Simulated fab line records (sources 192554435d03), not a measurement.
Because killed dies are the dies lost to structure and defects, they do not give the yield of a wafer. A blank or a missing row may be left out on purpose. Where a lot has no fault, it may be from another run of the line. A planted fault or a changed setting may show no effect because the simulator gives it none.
Which tool was responsible? -- flow n5Finfet -- 10 lots, 28 wafers sampled, at 5 steps of a route of 1938

WHAT THE GAUGES READ, wafer by wafer
N5_SD_EPI_P_CD_MEAS_09: the cd target is 240 nm. Usual: cdNm 240.0 nm, standard deviation 0.56.
lot,measured,on,cdNm (nm),flag
L628,day 3 12:29,cdSem-03,240.4 240.8 240.8,
L629,day 3 19:34,cdSem-02,238.8 239.3 239.8,
L630,day 4 02:36,cdSem-02,241.0 239.5 240.0,
L632,day 4 13:16,cdSem-03,239.9 240.1 239.7,
L638,day 6 06:13,cdSem-01,239.9 239.6,
L641,day 6 17:53,cdSem-01,239.9 240.4,
L644,day 7 09:30,cdSem-01,238.3 239.4 239.5,
L645,day 7 18:25,cdSem-03,239.3 239.0 239.4,
L647,day 8 05:40,cdSem-03,239.6 240.3 240.1,
L648,day 8 12:15,cdSem-03,239.4 239.6 239.4,

N5_SD_EPI_P_OVL_MEAS_10. Usual: SD_P_BLK_OVL 0.1 nm, standard deviation 0.8.
lot,measured,on,SD_P_BLK_OVL (nm),flag
L628,day 3 12:31,overlay-01,-0.6 -0.9 -0.6,
L629,day 3 19:36,overlay-01,0.0 -0.1 1.0,
L630,day 4 02:38,overlay-02,-0.7 -0.5 -0.3,
L632,day 4 13:17,overlay-01,2.1 0.0 0.7,
L638,day 6 06:14,overlay-01,-0.4 0.2,
L641,day 6 17:55,overlay-02,0.2 0.9,
L644,day 7 09:32,overlay-02,0.6 -0.2 -0.3,
L645,day 7 18:27,overlay-02,0.2 0.8 1.1,
L647,day 8 05:42,overlay-01,1.8 0.3 0.9,
L648,day 8 12:17,overlay-02,-0.9 -0.3 0.7,

N5_BEOL_M4_RC_MEAS_101. Usual: DIBL_N 36.1 mV/V, standard deviation 1.3; DIBL_P 36.1 mV/V, standard deviation 1.7; IOFF_N 0.154 nA/um, standard deviation 0.022; IOFF_P 0.201 nA/um, standard deviation 0.024; ION_N 675 uA/um, standard deviation 8.9; ION_P 462 uA/um, standard deviation 5.9; SS_N 71.5 mV/dec, standard deviation 0.49; SS_P 73.3 mV/dec, standard deviation 0.58; VT_N 250.0 mV, standard deviation 2.7; VT_P -251.3 mV, standard deviation 2.7.
lot,measured,on,DIBL_N (mV/V),DIBL_P (mV/V),IOFF_N (nA/um),IOFF_P (nA/um),ION_N (uA/um),ION_P (uA/um),SS_N (mV/dec),SS_P (mV/dec),VT_N (mV),VT_P (mV),flag
L628,day 8 02:04,prober-02,34.0 33.7 33.8,33.8 33.7 33.5,0.133 0.128 0.129,0.171 0.170 0.167,662 672 662,449 464 456,71.7 71.9 71.2,72.9 73.1 72.6,250.9 254.0 252.7,-255.2 -254.0 -255.0,
L629,day 8 02:34,prober-01,36.8 36.0 37.6,37.7 36.4 38.3,0.168 0.146 0.165,0.185 0.172 0.184,678 662 676,452 452 448,72.2 71.3 72.1,73.7 73.7 73.5,250.7 251.7 250.3,-254.7 -253.2 -254.9,
L630,day 8 21:16,prober-02,37.6 38.4 35.2,37.2 38.5 34.9,0.164 0.181 0.134,0.216 0.235 0.184,681 684 681,468 468 466,71.6 72.1 71.5,73.5 73.9 73.4,250.3 248.3 252.3,-249.2 -249.2 -253.5,
L632,day 9 01:45,prober-01,35.5 35.4 35.1,35.7 34.5 34.4,0.139 0.133 0.133,0.213 0.200 0.200,673 656 663,460 459 461,72.1 71.7 71.3,73.3 72.9 72.8,251.8 253.1 249.9,-249.5 -248.3 -248.9,
L638,day 11 19:52,prober-02,36.7 34.8,37.2 33.9,0.167 0.126,0.223 0.174,682 671,467 460,71.5 70.7,73.8 72.4,245.8 251.2,-248.0 -251.6,
L641,day 11 21:38,prober-02,36.6 36.9,35.2 35.6,0.166 0.167,0.215 0.219,678 681,455 465,71.7 71.5,73.0 73.0,246.1 246.6,-251.5 -250.9,
L644,day 12 23:49,prober-02,36.5 36.1 35.8,37.5 37.5 37.1,0.156 0.160 0.146,0.221 0.216 0.205,674 676 665,468 470 464,71.2 72.1 72.0,73.8 72.7 72.9,251.3 251.1 253.0,-248.6 -247.2 -247.0,
L645,day 12 20:43,prober-02,36.0 36.6 34.9,36.7 36.9 35.4,0.141 0.141 0.122,0.183 0.189 0.162,668 667 659,455 456 453,70.9 71.6 70.7,73.6 73.5 72.5,250.3 252.9 253.9,-252.3 -256.0 -256.0,
L647,day 13 05:14,prober-02,38.8 38.5 36.1,38.7 38.0 35.9,0.206 0.195 0.144,0.234 0.228 0.182,693 696 675,465 471 458,72.0 71.5 71.0,74.5 74.8 73.2,246.4 247.9 250.5,-251.8 -251.2 -255.0,
L648,day 13 05:51,prober-01,36.3 36.2 37.9,37.0 36.7 38.0,0.169 0.165 0.194,0.199 0.196 0.216,683 672 690,464 453 465,71.6 71.1 71.3,73.0 73.2 73.8,247.2 248.2 245.6,-252.2 -250.7 -248.9,

TOOL THAT RAN EACH LOT (tool first, then ch and the chambers of the sampled wafers, then the start)
lot,N5_SD_EPI_P_ETCHBACK_46,N5_SD_EPI_P_ETCH_16
L628,"rieDiel-05 ch 2,3, day 3 12:59","rieDiel-05 ch 2,3, day 3 13:11"
L629,"rieDiel-04 ch 0,1,3, day 3 20:19","rieDiel-04 ch 0,1,3, day 3 20:31"
L630,"rieDiel-05 ch 0,1,3, day 4 03:06","rieDiel-05 ch 0,1,3, day 4 03:18"
L632,"rieDiel-04 ch 0,1, day 4 13:47","rieDiel-04 ch 0,1, day 4 13:59"
L638,"rieDiel-05 ch 1,3, day 6 07:20","rieDiel-05 ch 1,3, day 6 07:32"
L641,"rieDiel-05 ch 1,3, day 6 18:25","rieDiel-05 ch 1,3, day 6 18:37"
L644,"rieDiel-03 ch 1,3, day 7 10:00","rieDiel-03 ch 1,3, day 7 10:12"
L645,"rieDiel-04 ch 1,3, day 7 19:02","rieDiel-04 ch 1,3, day 7 19:14"
L647,"rieDiel-04 ch 0,1,2, day 8 06:11","rieDiel-04 ch 0,1,2, day 8 06:23"
L648,"rieDiel-03 ch 1,2, day 8 13:43","rieDiel-03 ch 1,2, day 8 13:55"
- N5_SD_EPI_P_ETCHBACK_46: etches SiNx in CH3F/O2, stops on SiO2, target depth 17.5 nm.
- N5_SD_EPI_P_ETCH_16: etches SiO2 in CHF3/O2, target depth 5 nm.

AS READ BY THE TOOLS THEMSELVES (means over the sampled wafers that have a number; for cases with no such wafer, the mark the record gives instead)
N5_SD_EPI_P_ETCHBACK_46. Usual: drypumpMotorCurrentA 5.9 A, standard deviation 0.43; oesProductAu 0.67 a.u., standard deviation 0.055; rfVppV 297.6 V, standard deviation 2.1; showerheadPlenumPTorr 2.03 Torr, standard deviation 0.055; throttleValvePct 16.34 %, standard deviation 0.15.
lot,tool,drypumpMotorCurrentA (A),oesProductAu (a.u.),rfVppV (V),showerheadPlenumPTorr (Torr),throttleValvePct (%),flag
L628,rieDiel-05,5.7,0.73,300.7,2.11,16.33,
L629,rieDiel-04,6.0,0.70,297.4,2.04,16.26,
L630,rieDiel-05,5.6,0.71,298.1,2.09,16.37,
L632,rieDiel-04,5.9,0.70,297.1,2.05,16.33,
L638,rieDiel-05,5.8,0.69,298.0,2.10,16.33,
L641,rieDiel-05,5.8,0.68,298.4,2.10,16.36,
L644,rieDiel-03,5.9,0.70,297.7,1.96,16.23,
L645,rieDiel-04,6.4,0.63,295.3,2.00,16.38,
L647,rieDiel-04,6.0,0.66,297.8,2.03,16.31,
L648,rieDiel-03,5.7,0.67,296.5,1.98,16.18,

N5_SD_EPI_P_ETCH_16. Usual: drypumpMotorCurrentA 5.9 A, standard deviation 0.42; oesProductAu 0.78 a.u., standard deviation 0.069; rfVppV 524 V, standard deviation 3.5; showerheadPlenumPTorr 2.45 Torr, standard deviation 0.063; throttleValvePct 18.88 %, standard deviation 0.15.
lot,tool,drypumpMotorCurrentA (A),oesProductAu (a.u.),rfVppV (V),showerheadPlenumPTorr (Torr),throttleValvePct (%),flag
L628,rieDiel-05,5.7,0.86,528,2.54,18.91,
L629,rieDiel-04,6.0,0.80,523,2.46,18.81,
L630,rieDiel-05,5.6,0.84,525,2.50,18.95,
L632,rieDiel-04,6.0,0.82,524,2.46,18.88,
L638,rieDiel-05,5.8,0.92,524,2.52,18.91,
L641,rieDiel-05,5.8,0.91,526,2.52,18.93,
L644,rieDiel-03,5.9,0.83,525,2.36,18.80,
L645,rieDiel-04,6.4,0.73,521,2.41,18.93,
L647,rieDiel-04,6.1,0.78,525,2.45,18.83,
L648,rieDiel-03,5.7,0.80,522,2.38,18.71,

THE ANSWER, worked out from the rows above alone
Rule: a lot is off if the mean of its wafers that have a number lies more than 3 standard deviations from the usual mean. A lot without any number at a reading at which 4 lots or more have one is off too. Where the step has rows for the other lots, those lots are counted as sound. After the gauges, taken in route order, come the tools' own readings; for these a lot's mean is taken, as printed above. The first step at which some lot is off is used, and at that step the reading that is off furthest; a lot without a number counts as furthest.
No lot is off at any reading shown: from this, nothing can be told.

WHAT WAS PUT IN BY THE SIMULATOR
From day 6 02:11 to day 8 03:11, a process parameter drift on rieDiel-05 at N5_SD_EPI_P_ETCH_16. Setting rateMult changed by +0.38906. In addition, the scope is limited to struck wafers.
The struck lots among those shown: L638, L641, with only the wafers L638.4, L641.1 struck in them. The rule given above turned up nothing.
